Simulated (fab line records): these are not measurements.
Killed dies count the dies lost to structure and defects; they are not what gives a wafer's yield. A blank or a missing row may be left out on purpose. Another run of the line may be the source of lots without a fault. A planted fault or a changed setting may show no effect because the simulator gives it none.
Which tool was responsible? :: flow nandHarc :: 14 lots, 42 wafers sampled, at 5 steps of a route of 1302

## WHAT THE GAUGES SHOWED, per wafer
NHARC_THIN_TSV_CD_MEAS_37.
lot: L127
measured: day 24 18:25
on: cdSem-03
cdNm (nm): 5001.0 4996.6 5001.7

lot: L128
measured: day 24 20:36
on: cdSem-03
cdNm (nm): 4999.0 5002.7 4999.1

lot: L130
measured: day 25 05:05
on: cdSem-03
cdNm (nm): 5004.2 4999.6 4997.1

lot: L132
measured: day 26 09:32
on: cdSem-02
cdNm (nm): 5006.7 5005.2 5002.4

lot: L133
measured: day 27 09:06
on: cdSem-01
cdNm (nm): 4999.2 4998.9 4999.7

lot: L134
measured: day 28 01:41
on: cdSem-03
cdNm (nm): 4998.1 5001.4 5000.9

lot: L135
measured: day 28 06:56
on: cdSem-03
cdNm (nm): 4999.6 5006.2 4998.7

lot: L138
measured: day 29 05:13
on: cdSem-03
cdNm (nm): 5001.2 5001.8 5003.2

lot: L144
measured: day 31 06:52
on: cdSem-03
cdNm (nm): 4997.5 5000.5 5000.0

lot: L145
measured: day 31 22:12
on: cdSem-02
cdNm (nm): 4999.5 5000.6 5001.6

lot: L146
measured: day 33 01:16
on: cdSem-01
cdNm (nm): 5001.5 5002.6 5006.1

lot: L149
measured: day 33 04:19
on: cdSem-01
cdNm (nm): 5003.3 5003.7 5000.7

lot: L148
measured: day 33 05:57
on: cdSem-03
cdNm (nm): 5003.7 5002.0 4996.7

lot: L150
measured: day 34 04:54
on: cdSem-02
cdNm (nm): 5006.4 5003.9 5005.3

NHARC_END_SORT_01.
lot: L144
measured: day 31 15:59
on: prober-02
killedAtArray: 132 103 138
killedAtOther: 0 0 0
killedAtPeriphery: 2 3 0
killedDies: 134 106 138
killedOpen: 3 3 2
killedShort: 2 1 0

lot: L145
measured: day 32 09:04
on: prober-01
killedAtArray: 133 138 112
killedAtOther: 1 0 0
killedAtPeriphery: 1 3 3
killedDies: 135 141 115
killedOpen: 6 4 3
killedShort: 2 5 0

## WHAT TOOL EACH LOT RAN ON (gives the tool, then ch and the chambers of the sampled wafers, and finally the start)
lot: L127
NHARC_A_CONTACT_ETCH_119: harCapEtch-02 ch 0,1, day 22 06:43
NHARC_THIN_TSV_DEGAS_49: pvdSputter-02, day 24 13:49
NHARC_THIN_TSV_DEGAS_53: pvdSputter-01, day 24 15:49

lot: L128
NHARC_A_CONTACT_ETCH_119: harCapEtch-03 ch 0,1, day 22 09:55
NHARC_THIN_TSV_DEGAS_49: pvdSputter-02, day 24 16:09
NHARC_THIN_TSV_DEGAS_53: pvdSputter-01, day 24 18:08

lot: L130
NHARC_A_CONTACT_ETCH_119: harCapEtch-02 ch 0,1, day 22 16:59
NHARC_THIN_TSV_DEGAS_49: pvdSputter-03, day 25 00:32
NHARC_THIN_TSV_DEGAS_53: pvdSputter-02, day 25 02:31

lot: L132
NHARC_A_CONTACT_ETCH_119: harCapEtch-03 ch 0,1, day 23 18:30
NHARC_THIN_TSV_DEGAS_49: pvdSputter-03, day 26 04:44
NHARC_THIN_TSV_DEGAS_53: pvdSputter-01, day 26 06:44

lot: L133
NHARC_A_CONTACT_ETCH_119: harCapEtch-01 ch 0,1, day 24 19:29
NHARC_THIN_TSV_DEGAS_49: pvdSputter-02, day 27 04:37
NHARC_THIN_TSV_DEGAS_53: pvdSputter-03, day 27 06:37

lot: L134
NHARC_A_CONTACT_ETCH_119: harCapEtch-02 ch 0,1, day 25 13:38
NHARC_THIN_TSV_DEGAS_49: pvdSputter-03, day 27 21:00
NHARC_THIN_TSV_DEGAS_53: pvdSputter-01, day 27 23:00

lot: L135
NHARC_A_CONTACT_ETCH_119: harCapEtch-01 ch 0,1, day 25 15:10
NHARC_THIN_TSV_DEGAS_49: pvdSputter-02, day 28 02:29
NHARC_THIN_TSV_DEGAS_53: pvdSputter-02, day 28 04:29

lot: L138
NHARC_A_CONTACT_ETCH_119: harCapEtch-03 ch 0,1, day 26 14:21
NHARC_THIN_TSV_DEGAS_49: pvdSputter-03, day 29 00:31
NHARC_THIN_TSV_DEGAS_53: pvdSputter-02, day 29 02:29

lot: L144
NHARC_A_CONTACT_ETCH_119: harCapEtch-03 ch 0,1, day 28 16:28
NHARC_THIN_TSV_DEGAS_49: pvdSputter-01, day 31 02:17
NHARC_THIN_TSV_DEGAS_53: pvdSputter-03, day 31 04:17

lot: L145
NHARC_A_CONTACT_ETCH_119: harCapEtch-03 ch 0,1, day 29 14:01
NHARC_THIN_TSV_DEGAS_49: pvdSputter-02, day 31 17:44
NHARC_THIN_TSV_DEGAS_53: pvdSputter-03, day 31 19:44

lot: L146
NHARC_A_CONTACT_ETCH_119: harCapEtch-01 ch 0,1, day 30 12:05
NHARC_THIN_TSV_DEGAS_49: pvdSputter-02, day 32 20:49
NHARC_THIN_TSV_DEGAS_53: pvdSputter-03, day 32 22:48

lot: L149
NHARC_A_CONTACT_ETCH_119: harCapEtch-02 ch 0,1, day 30 16:58
NHARC_THIN_TSV_DEGAS_49: pvdSputter-03, day 32 23:35
NHARC_THIN_TSV_DEGAS_53: pvdSputter-02, day 33 01:35

lot: L148
NHARC_A_CONTACT_ETCH_119: harCapEtch-01 ch 0,1, day 30 18:49
NHARC_THIN_TSV_DEGAS_49: pvdSputter-03, day 33 01:31
NHARC_THIN_TSV_DEGAS_53: pvdSputter-03, day 33 03:31

lot: L150
NHARC_A_CONTACT_ETCH_119: harCapEtch-02 ch 0,1, day 31 17:29
NHARC_THIN_TSV_DEGAS_49: pvdSputter-02, day 34 00:19
NHARC_THIN_TSV_DEGAS_53: pvdSputter-02, day 34 02:20
- NHARC_A_CONTACT_ETCH_119: etches the open film in C4F8/O2/Ar, time 190 s, target depth 1850 nm.
- NHARC_THIN_TSV_DEGAS_49: time 120 s.
- NHARC_THIN_TSV_DEGAS_53: time 60 s.

## AS READ BY THE TOOLS THEMSELVES (means over the sampled wafers that have a number; for cases with no such wafer, the mark the record gives instead)
NHARC_A_CONTACT_ETCH_119.
lot: L127
tool: harCapEtch-02
oesAirLineAu (a.u.): 1.003

lot: L128
tool: harCapEtch-03
oesAirLineAu (a.u.): 0.968

lot: L130
tool: harCapEtch-02
oesAirLineAu (a.u.): 1.014

lot: L132
tool: harCapEtch-03
oesAirLineAu (a.u.): 0.992

lot: L133
tool: harCapEtch-01
oesAirLineAu (a.u.): 1.027

lot: L134
tool: harCapEtch-02
oesAirLineAu (a.u.): 1.000

lot: L135
tool: harCapEtch-01
oesAirLineAu (a.u.): 1.011

lot: L138
tool: harCapEtch-03
oesAirLineAu (a.u.): 0.988

lot: L144
tool: harCapEtch-03
oesAirLineAu (a.u.): 1.008

lot: L145
tool: harCapEtch-03
oesAirLineAu (a.u.): 1.006

lot: L146
tool: harCapEtch-01
oesAirLineAu (a.u.): 1.012

lot: L149
tool: harCapEtch-02
oesAirLineAu (a.u.): 0.986

lot: L148
tool: harCapEtch-01
oesAirLineAu (a.u.): 0.982

lot: L150
tool: harCapEtch-02
oesAirLineAu (a.u.): 0.987

NHARC_THIN_TSV_DEGAS_49.
lot: L127
tool: pvdSputter-02
heaterPowerW (W): 475

lot: L128
tool: pvdSputter-02
heaterPowerW (W): 471

lot: L130
tool: pvdSputter-03
heaterPowerW (W): 484

lot: L132
tool: pvdSputter-03
heaterPowerW (W): 473

lot: L133
tool: pvdSputter-02
heaterPowerW (W): 452

lot: L134
tool: pvdSputter-03
heaterPowerW (W): 479

lot: L135
tool: pvdSputter-02
heaterPowerW (W): 489

lot: L138
tool: pvdSputter-03
heaterPowerW (W): 473

lot: L144
tool: pvdSputter-01
heaterPowerW (W): 439

lot: L145
tool: pvdSputter-02
heaterPowerW (W): 493

lot: L146
tool: pvdSputter-02
heaterPowerW (W): 479

lot: L149
tool: pvdSputter-03
heaterPowerW (W): 467

lot: L148
tool: pvdSputter-03
heaterPowerW (W): 478

lot: L150
tool: pvdSputter-02
heaterPowerW (W): 501

NHARC_THIN_TSV_DEGAS_53.
lot: L127
tool: pvdSputter-01
heaterPowerW (W): 487

lot: L128
tool: pvdSputter-01
heaterPowerW (W): 485

lot: L130
tool: pvdSputter-02
heaterPowerW (W): 498

lot: L132
tool: pvdSputter-01
heaterPowerW (W): 441

lot: L133
tool: pvdSputter-03
heaterPowerW (W): 469

lot: L134
tool: pvdSputter-01
heaterPowerW (W): 467

lot: L135
tool: pvdSputter-02
heaterPowerW (W): 486

lot: L138
tool: pvdSputter-02
heaterPowerW (W): 508

lot: L144
tool: pvdSputter-03
heaterPowerW (W): 477

lot: L145
tool: pvdSputter-03
heaterPowerW (W): 491

lot: L146
tool: pvdSputter-03
heaterPowerW (W): 475

lot: L149
tool: pvdSputter-02
heaterPowerW (W): 480

lot: L148
tool: pvdSputter-03
heaterPowerW (W): 482

lot: L150
tool: pvdSputter-02
heaterPowerW (W): 484

## THE ANSWER, worked out from the rows above alone
Rule: what is usual is taken from the lots themselves. Put in order of their means at a reading, lots are off if they are a third of the lots or fewer, leave a main group of 4 or more, and stand apart from it by a gap of 3 or more times the standard deviation of the main group's means; of several such gaps the widest counts. A main group whose means are all the same, to the digits that the tables above print for the reading, isn't used. A lot without any number at a reading at which 4 lots or more have one is off too. Where the step has rows for the other lots, those lots are counted as sound. First the gauges in route order, then the tools' own readings, where a lot's mean is used as printed above. The first step at which some lot is off is used, and at that step the reading that is off furthest; a lot without a number counts as furthest.
No lot is off on any of the readings shown, so nothing can be concluded from this.

## WHAT THE SIMULATOR HAD INSERTED
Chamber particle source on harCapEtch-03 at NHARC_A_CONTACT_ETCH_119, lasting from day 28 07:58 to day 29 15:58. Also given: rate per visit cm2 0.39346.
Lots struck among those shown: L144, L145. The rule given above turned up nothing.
